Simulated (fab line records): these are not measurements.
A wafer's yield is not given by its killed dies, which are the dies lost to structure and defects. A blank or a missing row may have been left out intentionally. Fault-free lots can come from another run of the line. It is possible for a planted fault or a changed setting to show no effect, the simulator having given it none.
Which tool did it? + flow nand_harc + Sampling: 14 lots, 40 wafers, 3 of 1159 route steps

## WHAT THE GAUGES READ, wafer by wafer
NHARC_P_GATE_CD_MEAS_91: the cd target is 2000 nm. Usual: 1998.9 nm for cd_nm, sd 2.
| lot  | measured     | on        | cd_nm (nm)           | flag |
|------|--------------|-----------|----------------------|------|
| L176 | day 5 13:27  | cd_sem-03 | 1997.4 2001.2 1997.5 |      |
| L179 | day 5 23:03  | cd_sem-01 | 1997.8 2002.8 1997.4 |      |
| L178 | day 6 02:29  | cd_sem-02 | 2000.2 1995.7 1999.9 |      |
| L180 | day 6 12:04  | cd_sem-01 | 1997.3 1998.8 1998.4 |      |
| L183 | day 7 05:02  | cd_sem-03 | 1998.4 1998.3 1997.6 |      |
| L182 | day 7 05:33  | cd_sem-03 | 1998.8 1999.1 1999.3 |      |
| L185 | day 7 12:55  | cd_sem-01 | 1999.3 1998.2 2000.1 |      |
| L184 | day 7 14:20  | cd_sem-02 | 2000.4 2000.0 2001.9 |      |
| L186 | day 7 17:22  | cd_sem-01 | 2001.7 2000.6 1999.8 |      |
| L187 | day 8 01:38  | cd_sem-02 | 2001.0 2001.9 2000.7 |      |
| L188 | day 8 17:01  | cd_sem-03 | 1998.0 2001.1 1999.1 |      |
| L189 | day 8 18:31  | cd_sem-01 | 1996.5 1996.7 1996.9 |      |
| L193 | day 9 14:59  | cd_sem-01 | 2025.8 2000.3        | OFF  |
| L197 | day 10 15:01 | cd_sem-01 | 1997.7 2021.1        | OFF  |

## TOOL THAT RAN EACH LOT (tool first, then ch and the chambers of the sampled wafers, then the start)
| lot  | NHARC_P_GATE_DESCUM_61            | NHARC_P_GATE_EXPOSE_88            |
|------|-----------------------------------|-----------------------------------|
| L176 | rie_diel-03 ch 1,2, day 5 11:53   | krf_scanner-02 ch 0, day 5 13:17  |
| L179 | rie_diel-03 ch 0,2,3, day 5 21:38 | krf_scanner-03 ch 0, day 5 22:54  |
| L178 | rie_diel-01 ch 0,1,3, day 6 00:56 | krf_scanner-02 ch 0, day 6 02:19  |
| L180 | rie_diel-09 ch 2,3, day 6 10:31   | krf_scanner-04 ch 0, day 6 11:55  |
| L183 | rie_diel-01 ch 0,1,3, day 7 03:28 | krf_scanner-02 ch 0, day 7 04:52  |
| L182 | rie_diel-09 ch 0,3, day 7 04:00   | krf_scanner-03 ch 0, day 7 05:23  |
| L185 | rie_diel-09 ch 0,1, day 7 11:10   | krf_scanner-04 ch 0, day 7 12:46  |
| L184 | rie_diel-03 ch 2,3, day 7 12:55   | krf_scanner-04 ch 0, day 7 14:10  |
| L186 | rie_diel-01 ch 0,1,3, day 7 15:49 | krf_scanner-03 ch 0, day 7 17:13  |
| L187 | rie_diel-09 ch 2,3, day 8 00:04   | krf_scanner-02 ch 0, day 8 01:29  |
| L188 | rie_diel-03 ch 1,2, day 8 15:33   | krf_scanner-02 ch 0, day 8 16:52  |
| L189 | rie_diel-09 ch 0,1,2, day 8 16:58 | krf_scanner-03 ch 0, day 8 18:22  |
| L193 | rie_diel-03 ch 1,3, day 9 13:32   | krf_scanner-03 ch 0, day 9 14:49  |
| L197 | rie_diel-09 ch 2,3, day 10 13:37  | krf_scanner-03 ch 0, day 10 14:52 |
- NHARC_P_GATE_DESCUM_61: chemistry O2, time 3 s.
- NHARC_P_GATE_EXPOSE_88: exposes mask P HVN, target cd 2000 nm.

## WHAT THE TOOLS THEMSELVES READ (means of the sampled wafers that have a number; where no wafer has one, the mark that the record gives instead)
NHARC_P_GATE_DESCUM_61. Usual: drypump_motor_current_A 5.6 A, standard deviation 0.46; oes_product_au 1.000 a.u., standard deviation 0.012; rf_vpp_V 57.8 V, standard deviation 0.94; showerhead_plenum_p_Torr 1.91 Torr, standard deviation 0.097; throttle_valve_pct 11.311 %, standard deviation 0.0093.
| lot  | tool        | drypump_motor_current_A (A) | oes_product_au (a.u.) | rf_vpp_V (V) | showerhead_plenum_p_Torr (Torr) | throttle_valve_pct (%) | flag |
|------|-------------|-----------------------------|-----------------------|--------------|---------------------------------|------------------------|------|
| L176 | rie_diel-03 | 5.0                         | 1.013                 | 58.6         | 2.05                            | 11.315                 |      |
| L179 | rie_diel-03 | 5.4                         | 1.004                 | 58.1         | 1.95                            | 11.312                 |      |
| L178 | rie_diel-01 | 6.0                         | 1.004                 | 56.9         | 1.84                            | 11.311                 |      |
| L180 | rie_diel-09 | 5.6                         | 1.009                 | 57.6         | 2.02                            | 11.304                 |      |
| L183 | rie_diel-01 | 6.0                         | 0.998                 | 57.0         | 1.84                            | 11.309                 |      |
| L182 | rie_diel-09 | 5.8                         | 1.000                 | 58.4         | 2.01                            | 11.313                 |      |
| L185 | rie_diel-09 | 5.5                         | 1.008                 | 57.4         | 1.87                            | 11.315                 |      |
| L184 | rie_diel-03 | 5.2                         | 1.007                 | 58.2         | 1.98                            | 11.309                 |      |
| L186 | rie_diel-01 | 6.0                         | 1.000                 | 57.3         | 1.83                            | 11.316                 |      |
| L187 | rie_diel-09 | 5.6                         | 0.997                 | 58.6         | 2.00                            | 11.309                 |      |
| L188 | rie_diel-03 | 5.0                         | 1.012                 | 58.2         | 2.04                            | 11.311                 |      |
| L189 | rie_diel-09 | 5.6                         | 0.994                 | 56.9         | 1.92                            | 11.309                 |      |
| L193 | rie_diel-03 | 5.0                         | 1.000                 | 58.5         | 1.90                            | 11.312                 |      |
| L197 | rie_diel-09 | 5.6                         | 0.998                 | 58.8         | 2.00                            | 11.309                 |      |

## THE ANSWER, worked out from the rows above alone
Rule: a lot counts as off when the mean over its wafers that have a number is more than 3 standard deviations away from the usual mean. Also off: a lot with no number at a reading for which 4 or more lots have one. Any other lot the step has rows for is counted as sound. First the gauges in route order, then the tools' own readings, where a lot's mean is used as printed above. At the first step where some lot is off, the reading lying furthest off is the one used; lots without a number count as furthest.
Off: L193, L197 (NHARC_P_GATE_CD_MEAS_91, cd_nm).
A tool fits if, at a process step before that reading, it ran every lot that is off, and no sound lot after the first of them. The gauges at NHARC_P_GATE_CD_MEAS_91 are tried like those tools. Undecided on this evidence; 2 tools fit (krf_scanner-03 at NHARC_P_GATE_EXPOSE_88, cd_sem-01 at NHARC_P_GATE_CD_MEAS_91).

## WHAT HAD BEEN PUT IN BY THE SIMULATOR
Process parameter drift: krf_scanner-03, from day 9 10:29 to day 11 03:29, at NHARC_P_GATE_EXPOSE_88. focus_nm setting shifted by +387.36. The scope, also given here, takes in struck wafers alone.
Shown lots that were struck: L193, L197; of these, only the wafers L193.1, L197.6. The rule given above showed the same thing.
